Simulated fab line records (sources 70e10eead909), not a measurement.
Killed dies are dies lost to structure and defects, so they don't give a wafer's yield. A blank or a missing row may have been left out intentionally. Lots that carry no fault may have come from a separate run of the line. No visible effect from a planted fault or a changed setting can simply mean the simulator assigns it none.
What tool caused it? | flow nand-harc | Sampling: 12 lots, 36 wafers, 5 of 1302 route steps

WHAT THE GAUGES SHOWED, per wafer
NHARC_P_M1_CD_MEAS_16. Usual: cd-nm reads 129.7 nm (standard deviation 0.6).
lot  | measured     | on        | cd-nm (nm)        | flag
L548 | day 6 20:07  | cd-sem-03 | 129.9 130.1 129.3 |
L549 | day 7 00:07  | cd-sem-02 | 129.2 129.0 129.9 |
L550 | day 7 13:32  | cd-sem-01 | 129.8 130.6 129.5 |
L551 | day 8 00:27  | cd-sem-03 | 129.6 129.1 129.7 |
L553 | day 8 18:22  | cd-sem-01 | 129.1 129.9 129.5 |
L561 | day 12 07:16 | cd-sem-03 | 128.8 129.8 128.8 |
L563 | day 12 22:14 | cd-sem-03 | 129.5 129.1 129.0 |
L565 | day 13 11:16 | cd-sem-02 | 129.7 129.9 130.2 |
L564 | day 13 12:32 | cd-sem-02 | 129.7 130.5 130.1 |
L567 | day 14 16:48 | cd-sem-01 | 129.8 130.3 129.8 |
L568 | day 14 20:00 | cd-sem-03 | 129.0 129.4 129.2 |
L570 | day 15 23:34 | cd-sem-03 | 129.5 129.0 129.0 |

NHARC_END_SORT_01. Usual: defect-limited-yield 91.1 %, standard deviation 2.8; killed-at-array 56, standard deviation 19; killed-at-other 1.0, standard deviation 1.5; killed-at-periphery 3.4, standard deviation 2.4; killed-dies 60, standard deviation 19; killed-open 3.3, standard deviation 1.8; killed-short 2.4, standard deviation 1.7; sort_bin_2_pct 3.2 %, standard deviation 1.3; sort_bin_3_pct 0.7 %, standard deviation 0.39; sort_bin_4_pct 4.9 %, standard deviation 1.6; sort-n-pass 617, standard deviation 19; sort-rim-yield-pct 89 %, standard deviation 4.2; sort-yield-pct 91.1 %, standard deviation 2.8.
lot  | measured     | on        | defect-limited-yield (%) | killed-at-array | killed-at-other | killed-at-periphery | killed-dies | killed-open | killed-short | sort_bin_2_pct (%) | sort_bin_3_pct (%) | sort_bin_4_pct (%) | sort-n-pass | sort-rim-yield-pct (%) | sort-yield-pct (%) | flag
L553 | day 27 07:42 | prober-02 | 92.0 93.5 93.6           | 45 36 39        | 3 1 2           | 6 7 2               | 54 44 43    | 5 2 2       | 3 1 1        | 1.9 1.9 1.3        | 0.6 0 0.7          | 5.5 4.6 4.3        | 623 633 634 | 87 90 91               | 92.0 93.5 93.6     |

WHAT TOOL EACH LOT RAN ON (gives the tool, then ch and the chambers of the sampled wafers, and finally the start)
lot  | NHARC_P_M1_ANNEAL_31             | NHARC_P_M2_ETCH_15                 | NHARC_P_M2_DEGAS_29
L548 | rtp-anneal-01 ch 0, day 6 21:34  | rie-diel-08 ch 0,2,3, day 7 00:06  | pvd-sputter-03, day 7 00:56
L549 | rtp-anneal-02 ch 0, day 7 01:34  | rie-diel-08 ch 0,1,3, day 7 04:07  | pvd-sputter-02, day 7 04:58
L550 | rtp-anneal-01 ch 0, day 7 15:34  | rie-diel-08 ch 0,2,3, day 7 18:05  | pvd-sputter-01, day 7 18:56
L551 | rtp-anneal-02 ch 0, day 8 01:55  | rie-diel-09 ch 1,2,3, day 8 04:22  | pvd-sputter-02, day 8 05:12
L553 | rtp-anneal-01 ch 0, day 8 19:50  | rie-diel-08 ch 0,1,2, day 8 22:42  | pvd-sputter-01, day 8 23:34
L561 | rtp-anneal-01 ch 0, day 12 08:52 | rie-diel-09 ch 0,1,2, day 12 11:16 | pvd-sputter-02, day 12 12:07
L563 | rtp-anneal-02 ch 0, day 12 23:44 | rie-diel-08 ch 1,3, day 13 02:15   | pvd-sputter-03, day 13 03:07
L565 | rtp-anneal-02 ch 0, day 13 12:46 | rie-diel-09 ch 0,1,3, day 13 15:16 | pvd-sputter-03, day 13 16:06
L564 | rtp-anneal-02 ch 0, day 13 13:59 | rie-diel-08 ch 0,1,3, day 13 16:34 | pvd-sputter-03, day 13 17:24
L567 | rtp-anneal-02 ch 0, day 14 18:15 | rie-diel-08 ch 2,3, day 14 20:48   | pvd-sputter-03, day 14 21:39
L568 | rtp-anneal-02 ch 0, day 14 21:29 | rie-diel-08 ch 2,3, day 15 00:04   | pvd-sputter-01, day 15 00:54
L570 | rtp-anneal-01 ch 0, day 16 01:06 | rie-diel-08 ch 0,1,3, day 16 03:38 | pvd-sputter-01, day 16 04:28
- NHARC_P_M1_ANNEAL_31: time 90 s.
- NHARC_P_M2_ETCH_15: etches the open film in C4F8/Ar, target depth 182.5 nm, time 91.2 s.
- NHARC_P_M2_DEGAS_29: time 60 s.

AS READ BY THE TOOLS THEMSELVES (means over the sampled wafers that have a number; for cases with no such wafer, the mark the record gives instead)
NHARC_P_M1_ANNEAL_31. Usual: wafer_temp_C_max reads 226.11 (standard deviation 0.26).
lot  | tool          | wafer_temp_C_max | flag
L548 | rtp-anneal-01 | 225.96           |
L549 | rtp-anneal-02 | 225.94           |
L550 | rtp-anneal-01 | 226.01           |
L551 | rtp-anneal-02 | 226.10           |
L553 | rtp-anneal-01 | 225.86           |
L561 | rtp-anneal-01 | 226.03           |
L563 | rtp-anneal-02 | 226.17           |
L565 | rtp-anneal-02 | 226.01           |
L564 | rtp-anneal-02 | 225.93           |
L567 | rtp-anneal-02 | 226.24           |
L568 | rtp-anneal-02 | 226.00           |
L570 | rtp-anneal-01 | 226.25           |

NHARC_P_M2_ETCH_15. Usual: oes-product-au 0.946 a.u., standard deviation 0.021; rf-vpp-V 441.2 V, standard deviation 2.6; run-length-s 112.4 s, standard deviation 0.37.
lot  | tool        | oes-product-au (a.u.) | rf-vpp-V (V) | run-length-s (s) | flag
L548 | rie-diel-08 | 0.924                 | 441.4        | 112.3            |
L549 | rie-diel-08 | 0.929                 | 440.7        | 112.5            |
L550 | rie-diel-08 | 0.929                 | 442.1        | 110.1            | OFF
L551 | rie-diel-09 | 0.929                 | 440.1        | 112.5            |
L553 | rie-diel-08 | 0.973                 | 440.0        | 110.2            | OFF
L561 | rie-diel-09 | 0.932                 | 440.9        | 112.2            |
L563 | rie-diel-08 | 0.962                 | 440.7        | 112.6            |
L565 | rie-diel-09 | 0.932                 | 442.2        | 112.1            |
L564 | rie-diel-08 | 0.957                 | 440.8        | 112.3            |
L567 | rie-diel-08 | 0.928                 | 443.4        | 112.7            |
L568 | rie-diel-08 | 0.959                 | 442.8        | 112.8            |
L570 | rie-diel-08 | 0.975                 | 441.2        | 112.8            |

NHARC_P_M2_DEGAS_29. Usual: heater-power-w reads 339 W (standard deviation 30).
lot  | tool           | heater-power-w (W) | flag
L548 | pvd-sputter-03 | 321                |
L549 | pvd-sputter-02 | 356                |
L550 | pvd-sputter-01 | 357                |
L551 | pvd-sputter-02 | 320                |
L553 | pvd-sputter-01 | 352                |
L561 | pvd-sputter-02 | 319                |
L563 | pvd-sputter-03 | 336                |
L565 | pvd-sputter-03 | 314                |
L564 | pvd-sputter-03 | 317                |
L567 | pvd-sputter-03 | 297                |
L568 | pvd-sputter-01 | 374                |
L570 | pvd-sputter-01 | 376                |

THE ANSWER, worked out from the rows above alone
Rule: a lot is off if the mean of its wafers that have a number lies more than 3 standard deviations from the usual mean. Also off: a lot with no number at a reading for which 4 or more lots have one. All remaining lots with rows at the step are treated as sound. The gauges are gone through in route order, then the tools' own readings, and for those a lot's mean is taken as printed above. At the first step where some lot is off, the reading lying furthest off is the one used; lots without a number count as furthest.
Off: L550, L553 (NHARC_P_M2_ETCH_15, run-length-s).
A tool fits if, at that step or a process step before it, it ran every lot that is off, and no sound lot after the first of them. No candidate that was tried fits.

WHAT THE SIMULATOR HAD INSERTED
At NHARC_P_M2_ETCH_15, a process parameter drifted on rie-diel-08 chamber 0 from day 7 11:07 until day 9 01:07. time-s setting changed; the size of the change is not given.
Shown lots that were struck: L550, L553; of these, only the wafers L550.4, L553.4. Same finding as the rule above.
